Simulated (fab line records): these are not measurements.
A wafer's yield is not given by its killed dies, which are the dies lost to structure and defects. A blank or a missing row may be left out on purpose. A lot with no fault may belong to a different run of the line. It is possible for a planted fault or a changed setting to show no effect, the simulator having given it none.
Lot-split experiment / flow n5-finfet / on a route of 1938 steps: 7 lots, 21 wafers read

ON THE SPLIT
At N5_BEOL_M5_ILD_DEP_00 (deposits SiCOH lowk from DEMS/porogen, target thk 140.64 nm, time 25.9 s), the setting time-s was moved away from the recipe's 25.9 s on 5 of the 21 wafers read, by -12.0% to +10.4%. This setting was run at the recipe's value on the other wafers.

FROM THE SPLIT ON TO THE READING: in between, the file shows 1 step
- N5_BEOL_M5_CURE_79: cures SiCOH lowk, time 240 s

THE READING
M5_ILD_THK in nanometres, read at N5_BEOL_M5_THK_MEAS_01. Typical for fault-free wafers on this fab line: 120.6 nm, with standard deviation 1.4 nm.

wafer=L079.1; tool, chamber at the split=pecvd-02, 0; time-s as run, s=25.9; against the recipe=recipe; M5_ILD_THK, nm=119.9; against lot-mates on the recipe=-
wafer=L079.2; tool, chamber at the split=pecvd-02, 2; time-s as run, s=25.9; against the recipe=recipe; M5_ILD_THK, nm=119.2; against lot-mates on the recipe=-
wafer=L079.6; tool, chamber at the split=pecvd-02, 2; time-s as run, s=27.01; against the recipe=+4.3%; M5_ILD_THK, nm=127.2; against lot-mates on the recipe=+7.6
wafer=L081.3; tool, chamber at the split=pecvd-02, 0; time-s as run, s=25.9; against the recipe=recipe; M5_ILD_THK, nm=120.1; against lot-mates on the recipe=-
wafer=L081.5; tool, chamber at the split=pecvd-02, 0; time-s as run, s=28.6; against the recipe=+10.4%; M5_ILD_THK, nm=132.6; against lot-mates on the recipe=+12.5
wafer=L081.6; tool, chamber at the split=pecvd-02, 1; time-s as run, s=28.6; against the recipe=+10.4%; M5_ILD_THK, nm=131.9; against lot-mates on the recipe=+11.8
wafer=L082.1; tool, chamber at the split=pecvd-01, 0; time-s as run, s=25.9; against the recipe=recipe; M5_ILD_THK, nm=120.2; against lot-mates on the recipe=-
wafer=L082.2; tool, chamber at the split=pecvd-01, 1; time-s as run, s=25.9; against the recipe=recipe; M5_ILD_THK, nm=120.8; against lot-mates on the recipe=-
wafer=L082.3; tool, chamber at the split=pecvd-01, 2; time-s as run, s=27.29; against the recipe=+5.4%; M5_ILD_THK, nm=125.4; against lot-mates on the recipe=+4.9
wafer=L086.3; tool, chamber at the split=pecvd-03, 1; time-s as run, s=25.9; against the recipe=recipe; M5_ILD_THK, nm=118.9; against lot-mates on the recipe=-
wafer=L086.5; tool, chamber at the split=pecvd-03, 2; time-s as run, s=25.9; against the recipe=recipe; M5_ILD_THK, nm=121.2; against lot-mates on the recipe=-
wafer=L086.6; tool, chamber at the split=pecvd-03, 1; time-s as run, s=25.9; against the recipe=recipe; M5_ILD_THK, nm=120.9; against lot-mates on the recipe=-
wafer=L088.1; tool, chamber at the split=pecvd-03, 1; time-s as run, s=25.9; against the recipe=recipe; M5_ILD_THK, nm=119.7; against lot-mates on the recipe=-
wafer=L088.2; tool, chamber at the split=pecvd-03, 0; time-s as run, s=25.9; against the recipe=recipe; M5_ILD_THK, nm=119.4; against lot-mates on the recipe=-
wafer=L088.4; tool, chamber at the split=pecvd-03, 2; time-s as run, s=25.9; against the recipe=recipe; M5_ILD_THK, nm=122.8; against lot-mates on the recipe=-
wafer=L093.3; tool, chamber at the split=pecvd-02, 2; time-s as run, s=25.9; against the recipe=recipe; M5_ILD_THK, nm=121.1; against lot-mates on the recipe=-
wafer=L093.4; tool, chamber at the split=pecvd-02, 1; time-s as run, s=22.78; against the recipe=-12.0%; M5_ILD_THK, nm=107.8; against lot-mates on the recipe=-13.8
wafer=L093.5; tool, chamber at the split=pecvd-02, 1; time-s as run, s=25.9; against the recipe=recipe; M5_ILD_THK, nm=122.1; against lot-mates on the recipe=-
wafer=L095.1; tool, chamber at the split=pecvd-01, 2; time-s as run, s=25.9; against the recipe=recipe; M5_ILD_THK, nm=118.7; against lot-mates on the recipe=-
wafer=L095.2; tool, chamber at the split=pecvd-01, 1; time-s as run, s=25.9; against the recipe=recipe; M5_ILD_THK, nm=121.1; against lot-mates on the recipe=-
wafer=L095.4; tool, chamber at the split=pecvd-01, 1; time-s as run, s=25.9; against the recipe=recipe; M5_ILD_THK, nm=124.2; against lot-mates on the recipe=-

FIT RESULTS
A straight line over all 21 wafers: M5_ILD_THK changes by +1.1 nm for each +1% of time-s; r = +0.96; the points scatter about the line by 1.4 nm.
The same after taking each lot's own level away (the mean of its wafers on the recipe; 21 wafers): +1.17 nm for each +1%; r = +0.97; scatter 1.4 nm.
According to that fit, moving time-s by its largest amount changes the reading by 14 nm.
From 119.55 to 121.60 nm: that is the span of the lots' own levels, equal to 1.5 times the standard deviation above.
Consequently the slope shifts little with the lot-to-lot level, the two slopes agreeing.
Check: for one of the wafers moved furthest among these (-12.0%), held out of the fit, the line's prediction against its lot-mates is -14.1 nm. It came out at -13.8 nm against them.

THESE WAFERS: OTHER SPLITS
These wafers also went through other splits before the reading. Each is held against what the fit with the lots' levels taken away leaves over:
other split on the same wafers=N5_BEOL_M1_EXPOSE_25 dose-mj; wafers away from the commonest value=8; r with M5_ILD_THK (lot level and that fit taken away)=+0.17
other split on the same wafers=N5_BEOL_M2_VIA_ETCH_34 source-w; wafers away from the commonest value=6; r with M5_ILD_THK (lot level and that fit taken away)=+0.06
other split on the same wafers=N5_BEOL_M4_HM_DEP_02 target-thk-a; wafers away from the commonest value=4; r with M5_ILD_THK (lot level and that fit taken away)=+0.07
other split on the same wafers=N5_BEOL_M4_COAT_73 spin-rpm; wafers away from the commonest value=8; r with M5_ILD_THK (lot level and that fit taken away)=+0.25

THE WHOLE CHAIN: every reading that the file lists as answering this split, in the file's order
step=N5_BEOL_M5_ILD_DEP_00; what it does=deposits SiCOH lowk from DEMS/porogen, target thk 140.64 nm, time 25.9 s; reading=SiCOH_lowk_of_BEOL_M5_ILD_DEP_00.thk-nm (the simulator's own value, which no gauge read); change (the file's fit)=+1.33 nm for each +1% of the setting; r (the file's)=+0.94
step=N5_BEOL_M5_CURE_79; what it does=cures SiCOH lowk, time 240 s; reading=SiCOH_lowk_of_BEOL_M5_ILD_DEP_00.thk-nm (the simulator's own value, which no gauge read); change (the file's fit)=+1.16 nm for each +1% of the setting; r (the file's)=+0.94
step=N5_BEOL_M5_THK_MEAS_01; what it does=; reading=M5_ILD_THK; change (the file's fit)=+1.16 for each +1% of the setting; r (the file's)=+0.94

THE FILE'S OWN FIT
M5_ILD_THK changes by +1.16 nm for each +1% of time-s, r = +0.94.
